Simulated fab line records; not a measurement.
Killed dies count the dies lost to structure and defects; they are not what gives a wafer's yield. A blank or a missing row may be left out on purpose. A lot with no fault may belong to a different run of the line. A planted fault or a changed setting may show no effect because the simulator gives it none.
Which tool is to blame?	flow n5_finfet	Sampling: 21 lots, 63 wafers, 6 of 1938 route steps

## WHAT EACH GAUGE READ, for each wafer
Not one reading of a measure or inspect step in the record can be checked against a usual standard deviation.

## TOOL THAT RAN EACH LOT (tool first, then ch and the chambers of the sampled wafers, then the start)
lot	N5_MOL_CONTACT_COAG_DESCUM_13	N5_MOL_CONTACT_COAG_ETCH_106	N5_MOL_CONTACT_COAG_ANNEAL_113	N5_MOL_CONTACT_COAG_SPUTTER_130	N5_MOL_CONTACT_COAG_VIA_ETCH_46	N5_MOL_CONTACT_COAG_ETCH_67
L076	rie_diel-05 ch 0,2,3, day 5 05:00	rie_diel-05 ch 0,2,3, day 5 05:05	rtp_anneal-01 ch 0, day 5 08:59	pvd_sputter-01, day 5 10:11	rie_diel-01 ch 1,2,3, day 5 14:59	rie_diel-05 ch 0,1, day 5 16:46
L077	rie_diel-05 ch 1,2,3, day 5 11:34	rie_diel-05 ch 1,2,3, day 5 11:39	rtp_anneal-02 ch 0, day 5 14:50	pvd_sputter-02, day 5 16:19	rie_diel-05 ch 1,3, day 5 20:50	rie_diel-03 ch 0,2, day 5 22:17
L078	rie_diel-05 ch 0,2, day 5 17:26	rie_diel-05 ch 0,2, day 5 17:31	rtp_anneal-02 ch 0, day 5 21:18	pvd_sputter-01, day 6 02:14	rie_diel-01 ch 2,3, day 6 06:49	rie_diel-03 ch 0,1, day 6 08:25
L079	rie_diel-05 ch 0,2,3, day 6 03:22	rie_diel-05 ch 0,2,3, day 6 03:27	rtp_anneal-01 ch 0, day 6 06:13	pvd_sputter-02, day 6 08:44	rie_diel-03 ch 0,1,3, day 6 13:25	rie_diel-03 ch 0,2,3, day 6 14:35
L080	rie_diel-05 ch 1,3, day 6 04:35	rie_diel-05 ch 1,3, day 6 04:40	rtp_anneal-02 ch 0, day 6 09:56	pvd_sputter-03, day 6 11:44	rie_diel-03 ch 1,2,3, day 6 16:22	rie_diel-05 ch 1,2, day 6 17:37
L081	rie_diel-05 ch 1,2,3, day 6 11:01	rie_diel-05 ch 1,2,3, day 6 11:05	rtp_anneal-02 ch 0, day 6 14:31	pvd_sputter-01, day 6 18:55	rie_diel-05 ch 0,1, day 6 23:40	rie_diel-03 ch 1,2,3, day 7 00:59
L082	rie_diel-03 ch 0,1, day 6 15:11	rie_diel-03 ch 0,1, day 6 15:16	rtp_anneal-01 ch 0, day 6 20:30	pvd_sputter-02, day 6 22:27	rie_diel-05 ch 0,3, day 7 02:49	rie_diel-01 ch 2,3, day 7 04:08
L083	rie_diel-05 ch 0,2, day 6 19:22	rie_diel-05 ch 0,2, day 6 19:27	rtp_anneal-01 ch 0, day 6 23:26	pvd_sputter-03, day 7 00:58	rie_diel-03 ch 0,1, day 7 05:19	rie_diel-03 ch 0,3, day 7 06:41
L084	rie_diel-05 ch 1,3, day 7 03:17	rie_diel-05 ch 1,3, day 7 03:22	rtp_anneal-02 ch 0, day 7 07:57	pvd_sputter-02, day 7 13:21	rie_diel-03 ch 2,3, day 7 18:16	rie_diel-03 ch 1,2, day 7 20:51
L085	rie_diel-05 ch 1,3, day 7 15:45	rie_diel-05 ch 1,3, day 7 15:50	rtp_anneal-02 ch 0, day 7 18:50	pvd_sputter-03, day 7 20:03	rie_diel-01 ch 0,2,3, day 8 01:31	rie_diel-01 ch 0,1,3, day 8 03:59
L086	rie_diel-01 ch 0,1, day 7 19:52	rie_diel-01 ch 0,1, day 7 19:57	rtp_anneal-01 ch 0, day 8 01:05	pvd_sputter-02, day 8 02:49	rie_diel-01 ch 0,3, day 8 09:27	rie_diel-05 ch 0,1, day 8 10:41
L087	rie_diel-03 ch 0,1,3, day 7 22:33	rie_diel-03 ch 0,1,3, day 7 22:38	rtp_anneal-02 ch 0, day 8 01:22	pvd_sputter-03, day 8 02:54	rie_diel-03 ch 1,2, day 8 08:26	rie_diel-01 ch 0,1,3, day 8 09:50
L088	rie_diel-05 ch 1,2,3, day 8 09:26	rie_diel-05 ch 1,2,3, day 8 09:31	rtp_anneal-01 ch 0, day 8 12:31	pvd_sputter-02, day 8 13:43	rie_diel-03 ch 0,1,2, day 8 19:37	rie_diel-05 ch 0,1,2, day 8 22:22
L089	rie_diel-03 ch 0,1,3, day 8 11:49	rie_diel-03 ch 0,1,3, day 8 11:54	rtp_anneal-02 ch 0, day 8 14:44	pvd_sputter-03, day 8 16:28	rie_diel-03 ch 0,1, day 8 22:44	rie_diel-03 ch 0,3, day 9 00:36
L090	rie_diel-03 ch 0,1, day 8 15:13	rie_diel-03 ch 0,1, day 8 15:18	rtp_anneal-01 ch 0, day 8 18:11	pvd_sputter-02, day 8 20:46	rie_diel-03 ch 0,3, day 9 03:04	rie_diel-01 ch 0,1,3, day 9 04:44
L091	rie_diel-05 ch 1,2, day 9 00:50	rie_diel-05 ch 1,2, day 9 00:55	rtp_anneal-02 ch 0, day 9 04:53	pvd_sputter-01, day 9 05:48	rie_diel-05 ch 0,1,2, day 9 10:34	rie_diel-03 ch 1,2, day 9 11:56
L093	rie_diel-03 ch 0,1, day 9 11:14	rie_diel-03 ch 0,1, day 9 11:19	rtp_anneal-02 ch 0, day 9 16:12	pvd_sputter-01, day 9 18:42	rie_diel-03 ch 1,3, day 9 23:55	rie_diel-05 ch 0,3, day 10 01:11
L094	rie_diel-01 ch 1,3, day 9 18:59	rie_diel-01 ch 1,3, day 9 19:05	rtp_anneal-02 ch 0, day 9 23:24	pvd_sputter-01, day 10 00:58	rie_diel-05 ch 0,1,3, day 10 06:26	rie_diel-01 ch 0,1,2, day 10 07:33
L095	rie_diel-01 ch 0,1,3, day 9 23:47	rie_diel-01 ch 0,1,3, day 9 23:52	rtp_anneal-01 ch 0, day 10 02:31	pvd_sputter-03, day 10 05:54	rie_diel-03 ch 1,2,3, day 10 11:13	rie_diel-01 ch 0,2,3, day 10 12:23
L096	rie_diel-01 ch 0,1,2, day 10 04:26	rie_diel-01 ch 0,1,2, day 10 04:31	rtp_anneal-02 ch 0, day 10 07:52	pvd_sputter-03, day 10 09:08	rie_diel-01 ch 0,2,3, day 10 13:49	rie_diel-05 ch 0,1,3, day 10 14:57
L097	rie_diel-03 ch 0,1,2, day 10 11:44	rie_diel-03 ch 0,1,2, day 10 11:49	rtp_anneal-01 ch 0, day 10 17:34	pvd_sputter-02, day 10 20:04	rie_diel-05 ch 0,1,3, day 11 00:28	rie_diel-03 ch 1,2,3, day 11 02:08
- N5_MOL_CONTACT_COAG_DESCUM_13: chemistry O2, time 7 s.
- N5_MOL_CONTACT_COAG_ETCH_106: etches SOC in N2/H2, target depth 80 nm, overetch 16 nm, time 120 s.
- N5_MOL_CONTACT_COAG_ANNEAL_113: time 300 s.
- N5_MOL_CONTACT_COAG_SPUTTER_130: material Co, target thk 47.5 nm.
- N5_MOL_CONTACT_COAG_VIA_ETCH_46: etches SiO2 in C4F6/O2, target depth 46 nm, overetch 9.2 nm, time 40 s.
- N5_MOL_CONTACT_COAG_ETCH_67: etches SOC in N2/H2, target depth 60 nm, overetch 21 nm, time 101.2 s.

## WHAT THE TOOLS THEMSELVES READ (means of the sampled wafers that have a number; where no wafer has one, the mark that the record gives instead)
N5_MOL_CONTACT_COAG_DESCUM_13. Usual: drypump_motor_current_A 5.7 A, standard deviation 0.39; oes_product_au 0.76 a.u., standard deviation 0.07; rf_vpp_V 243.5 V, standard deviation 1.3; showerhead_plenum_p_Torr 2.11 Torr, standard deviation 0.068; throttle_valve_pct 20.45 %, standard deviation 0.26.
lot	tool	drypump_motor_current_A (A)	oes_product_au (a.u.)	rf_vpp_V (V)	showerhead_plenum_p_Torr (Torr)	throttle_valve_pct (%)	flag
L076	rie_diel-05	5.7	0.73	243.2	2.11	20.65	
L077	rie_diel-05	5.7	0.72	243.7	2.11	20.55	
L078	rie_diel-05	5.3	0.74	244.6	2.16	20.71	
L079	rie_diel-05	5.7	0.72	243.0	2.10	20.66	
L080	rie_diel-05	5.9	0.72	243.7	2.11	20.47	
L081	rie_diel-05	5.8	0.72	243.6	2.11	20.56	
L082	rie_diel-03	5.8	0.84	244.2	2.14	20.18	
L083	rie_diel-05	5.3	0.73	244.2	2.16	20.71	
L084	rie_diel-05	6.2	0.70	242.4	2.05	20.53	
L085	rie_diel-05	5.9	0.72	243.4	2.10	20.49	
L086	rie_diel-01	5.8	0.86	242.0	2.07	20.24	
L087	rie_diel-03	5.7	0.81	244.0	2.09	20.08	
L088	rie_diel-05	5.8	0.70	244.6	2.10	20.59	
L089	rie_diel-03	5.8	0.81	242.7	2.09	20.08	
L090	rie_diel-03	5.8	0.78	244.8	2.16	20.24	
L091	rie_diel-05	5.5	0.72	244.3	2.16	20.55	
L093	rie_diel-03	5.8	0.77	244.6	2.15	20.25	
L094	rie_diel-01	5.7	0.68	242.6	2.07	20.54	
L095	rie_diel-01	5.7	0.76	242.6	2.06	20.42	
L096	rie_diel-01	5.8	0.85	242.3	2.06	20.35	
L097	rie_diel-03	5.5	0.76	243.3	2.12	20.32	

N5_MOL_CONTACT_COAG_ETCH_106. Usual: drypump_motor_current_A 5.7 A, standard deviation 0.39; n2_flow_sccm 200.0 sccm, standard deviation 0.63; oes_product_au 0.68 a.u., standard deviation 0.057; rf_vpp_V 524.4 V, standard deviation 2.5; showerhead_plenum_p_Torr 2.56 Torr, standard deviation 0.087; throttle_valve_pct 17.88 %, standard deviation 0.29.
lot	tool	drypump_motor_current_A (A)	n2_flow_sccm (sccm)	oes_product_au (a.u.)	rf_vpp_V (V)	showerhead_plenum_p_Torr (Torr)	throttle_valve_pct (%)	flag
L076	rie_diel-05	5.7	200.1	0.66	524.4	2.56	18.11	
L077	rie_diel-05	5.8	200.2	0.65	524.4	2.55	17.92	
L078	rie_diel-05	5.3	199.8	0.67	526.3	2.65	18.29	
L079	rie_diel-05	5.7	200.3	0.65	524.6	2.56	18.14	
L080	rie_diel-05	5.9	199.3	0.66	525.0	2.54	17.73	
L081	rie_diel-05	5.8	200.4	0.65	524.5	2.55	17.94	
L082	rie_diel-03	5.8	199.9	0.75	526.2	2.61	17.67	
L083	rie_diel-05	5.3	200.2	0.66	526.2	2.65	18.29	
L084	rie_diel-05	6.2	200.2	0.63	522.2	2.46	17.79	
L085	rie_diel-05	5.9	200.8	0.65	525.3	2.53	17.74	
L086	rie_diel-01	5.9	200.0	0.77	522.8	2.51	17.67	
L087	rie_diel-03	5.8	200.0	0.72	524.1	2.57	17.61	
L088	rie_diel-05	5.8	200.1	0.64	523.4	2.54	17.96	
L089	rie_diel-03	5.8	199.4	0.72	524.5	2.56	17.62	
L090	rie_diel-03	5.8	200.0	0.70	525.8	2.62	17.67	
L091	rie_diel-05	5.5	200.6	0.66	526.6	2.61	17.91	
L093	rie_diel-03	5.8	200.1	0.69	526.5	2.61	17.69	
L094	rie_diel-01	5.6	199.9	0.62	522.2	2.51	17.94	
L095	rie_diel-01	5.7	199.7	0.68	522.6	2.51	17.80	
L096	rie_diel-01	5.8	199.5	0.76	522.7	2.50	17.74	
L097	rie_diel-03	5.6	199.8	0.68	524.9	2.58	17.74	

N5_MOL_CONTACT_COAG_ANNEAL_113. Usual: lamp_power_pct 2.53 %, standard deviation 0.04; lamp_zone_1_pct 2.53 %, standard deviation 0.04; wafer_temp_C_max 402.2, standard deviation 0.52.
lot	tool	lamp_power_pct (%)	lamp_zone_1_pct (%)	wafer_temp_C_max	flag
L076	rtp_anneal-01	2.48	2.48	402.5	
L077	rtp_anneal-02	2.56	2.57	401.6	
L078	rtp_anneal-02	2.56	2.56	401.8	
L079	rtp_anneal-01	2.48	2.48	402.6	
L080	rtp_anneal-02	2.56	2.56	401.8	
L081	rtp_anneal-02	2.56	2.56	402.0	
L082	rtp_anneal-01	2.48	2.48	402.8	
L083	rtp_anneal-01	2.48	2.48	402.7	
L084	rtp_anneal-02	2.56	2.56	401.9	
L085	rtp_anneal-02	2.56	2.56	401.9	
L086	rtp_anneal-01	2.48	2.48	402.3	
L087	rtp_anneal-02	2.56	2.56	402.8	
L088	rtp_anneal-01	2.48	2.48	401.8	
L089	rtp_anneal-02	2.56	2.57	402.4	
L090	rtp_anneal-01	2.48	2.48	402.9	
L091	rtp_anneal-02	2.56	2.56	402.2	
L093	rtp_anneal-02	2.56	2.56	402.1	
L094	rtp_anneal-02	2.56	2.56	402.1	
L095	rtp_anneal-01	2.48	2.48	402.8	
L096	rtp_anneal-02	2.56	2.56	401.7	
L097	rtp_anneal-01	2.48	2.48	402.0	

N5_MOL_CONTACT_COAG_SPUTTER_130. Usual: 29.8 % for throttle_valve_pct, sd 1.1.
lot	tool	throttle_valve_pct (%)	flag
L076	pvd_sputter-01	29.8	
L077	pvd_sputter-02	29.4	
L078	pvd_sputter-01	29.6	
L079	pvd_sputter-02	30.3	
L080	pvd_sputter-03	29.7	
L081	pvd_sputter-01	30.4	
L082	pvd_sputter-02	29.2	
L083	pvd_sputter-03	30.0	
L084	pvd_sputter-02	28.9	
L085	pvd_sputter-03	29.7	
L086	pvd_sputter-02	30.3	
L087	pvd_sputter-03	30.1	
L088	pvd_sputter-02	30.3	
L089	pvd_sputter-03	29.6	
L090	pvd_sputter-02	30.1	
L091	pvd_sputter-01	31.2	
L093	pvd_sputter-01	28.8	
L094	pvd_sputter-01	29.5	
L095	pvd_sputter-03	30.0	
L096	pvd_sputter-03	29.5	
L097	pvd_sputter-02	29.3	

N5_MOL_CONTACT_COAG_VIA_ETCH_46. Usual: drypump_motor_current_A 5.6 A, standard deviation 0.35; oes_product_au 0.69 a.u., standard deviation 0.06; rf_vpp_V 1596 V, standard deviation 35; showerhead_plenum_p_Torr 2.85 Torr, standard deviation 0.081; throttle_valve_pct 40.8 %, standard deviation 0.42.
lot	tool	drypump_motor_current_A (A)	oes_product_au (a.u.)	rf_vpp_V (V)	showerhead_plenum_p_Torr (Torr)	throttle_valve_pct (%)	flag
L076	rie_diel-01	5.7	0.64	1573	2.82	40.9	
L077	rie_diel-05	5.9	0.67	1633	2.85	40.7	
L078	rie_diel-01	5.6	0.64	1558	2.81	41.1	
L079	rie_diel-03	5.8	0.73	1586	2.85	40.5	
L080	rie_diel-03	5.5	0.73	1577	2.81	40.5	
L081	rie_diel-05	5.5	0.69	1636	2.92	41.0	
L082	rie_diel-05	6.1	0.63	1606	2.79	41.2	
L083	rie_diel-03	5.8	0.72	1613	2.93	40.7	
L084	rie_diel-03	5.5	0.71	1551	2.76	40.4	
L085	rie_diel-01	5.7	0.70	1557	2.81	41.1	
L086	rie_diel-01	5.7	0.70	1553	2.82	41.1	
L087	rie_diel-03	5.2	0.71	1595	2.84	40.8	
L088	rie_diel-03	5.5	0.69	1604	2.88	40.7	
L089	rie_diel-03	5.8	0.70	1613	2.92	40.7	
L090	rie_diel-03	5.8	0.70	1559	2.80	40.3	
L091	rie_diel-05	5.4	0.66	1635	2.91	41.2	
L093	rie_diel-03	5.7	0.73	1585	2.81	40.4	
L094	rie_diel-05	5.9	0.73	1630	2.96	41.2	
L095	rie_diel-03	5.5	0.70	1574	2.80	40.5	
L096	rie_diel-01	5.8	0.75	1556	2.80	41.0	
L097	rie_diel-05	5.8	0.72	1630	2.96	41.2	

N5_MOL_CONTACT_COAG_ETCH_67. Usual: drypump_motor_current_A 5.6 A, standard deviation 0.36; n2_flow_sccm 200.0 sccm, standard deviation 0.56; oes_product_au 0.65 a.u., standard deviation 0.063; rf_vpp_V 524.1 V, standard deviation 2.2; showerhead_plenum_p_Torr 2.55 Torr, standard deviation 0.072; throttle_valve_pct 17.81 %, standard deviation 0.28.
lot	tool	drypump_motor_current_A (A)	n2_flow_sccm (sccm)	oes_product_au (a.u.)	rf_vpp_V (V)	showerhead_plenum_p_Torr (Torr)	throttle_valve_pct (%)	flag
L076	rie_diel-05	5.5	199.3	0.65	526.3	2.62	17.84	
L077	rie_diel-03	5.3	200.4	0.64	524.6	2.59	17.66	
L078	rie_diel-03	5.7	200.7	0.70	525.5	2.61	17.65	
L079	rie_diel-03	5.5	200.5	0.66	524.4	2.56	17.59	
L080	rie_diel-05	5.3	200.5	0.62	525.8	2.64	18.10	
L081	rie_diel-03	5.5	199.8	0.68	523.6	2.54	17.64	
L082	rie_diel-01	5.7	200.2	0.59	523.0	2.51	18.23	
L083	rie_diel-03	5.8	200.4	0.67	523.0	2.53	17.52	
L084	rie_diel-03	5.2	200.1	0.65	524.4	2.56	17.73	
L085	rie_diel-01	5.8	200.4	0.65	522.9	2.51	17.79	
L086	rie_diel-05	5.5	199.9	0.63	525.8	2.63	18.07	
L087	rie_diel-01	5.7	200.3	0.65	523.1	2.51	17.80	
L088	rie_diel-05	5.4	199.9	0.62	524.9	2.62	18.10	
L089	rie_diel-03	5.8	200.1	0.64	524.4	2.58	17.60	
L090	rie_diel-01	5.8	200.1	0.64	523.7	2.51	17.80	
L091	rie_diel-03	5.2	199.7	0.64	523.8	2.55	17.76	
L093	rie_diel-05	6.1	200.4	0.76	528.2	2.68	17.76	
L094	rie_diel-01	5.8	200.2	0.71	523.0	2.50	17.72	
L095	rie_diel-01	5.7	199.5	0.70	523.0	2.50	17.93	
L096	rie_diel-05	5.9	200.2	0.67	527.7	2.64	17.85	
L097	rie_diel-03	5.5	199.9	0.65	522.9	2.52	17.70	

## THE ANSWER, worked out from the rows above alone
Rule: a lot counts as off when the mean over its wafers that have a number is more than 3 standard deviations away from the usual mean. Also off: a lot with no number at a reading for which 4 or more lots have one. The other lots that the step has rows for count as sound. The gauges are gone through in route order, then the tools' own readings, and for those a lot's mean is taken as printed above. The first step at which some lot is off is used, and at that step the reading that is off furthest; a lot without a number counts as furthest.
Nothing can be told from this: no lot is off at any reading shown.

## WHAT WAS PUT IN BY THE SIMULATOR
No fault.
